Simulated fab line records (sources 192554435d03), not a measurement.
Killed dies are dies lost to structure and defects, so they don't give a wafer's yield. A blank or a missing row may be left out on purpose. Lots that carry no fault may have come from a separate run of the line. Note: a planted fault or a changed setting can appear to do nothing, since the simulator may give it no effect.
Chamber matching ; flow n5 finfet ; rie si-01 running N5_DUMMY_GATE_ETCH_23: 4 sister chambers
The step etches poly-Si in HBr/Cl2/O2, target depth 41 nm, time 22.3 s. 7 wafers are shown with their chamber, then 6 later ones without.

== WAFERS WITH THEIR CHAMBER ==
wafer;chamber;drypump motor current A (A);oes product au (a.u.)
L342.2;0;5.4;1.026
L352.1;1;6.0;0.982
L352.2;3;4.7;1.010
L352.4;0;5.5;1.032
L354.3;1;5.9;0.993
L354.4;2;5.1;1.003
L354.5;3;4.7;1.005

== WAFERS MISSING THEIR CHAMBER ==
wafer;drypump motor current A (A);oes product au (a.u.)
L355.2;5.4;1.022
L355.3;5.9;0.994
L355.5;5.1;1.015
L356.2;5.9;0.980
L356.4;5.4;1.024
L356.6;5.1;0.989

== WHICH CHAMBER EACH WENT THROUGH ==
wafer;from the rows above;in truth
L355.2;0;0
L355.3;1;1
L355.5;2;2
L356.2;1;1
L356.4;0;0
L356.6;2;2
6 of 6 placed correctly. Number that these rows cannot place: 0. Number placed wrongly: 0.
How it was worked out, from the rows above alone: a wafer's distance from a chamber is the root of the sum, over the readings, of the square of ((its reading less the chamber's mean) divided by the reading's scatter). The wafer belongs to the nearest chamber; if the next one is less than 2 further off, it can't be placed. For every chamber, the mean is computed from those of its wafers that are shown. The scatter: take each reading less its chamber's mean, square it, sum over the shown wafers, divide by the number of wafers less the number of chambers, and take the root.
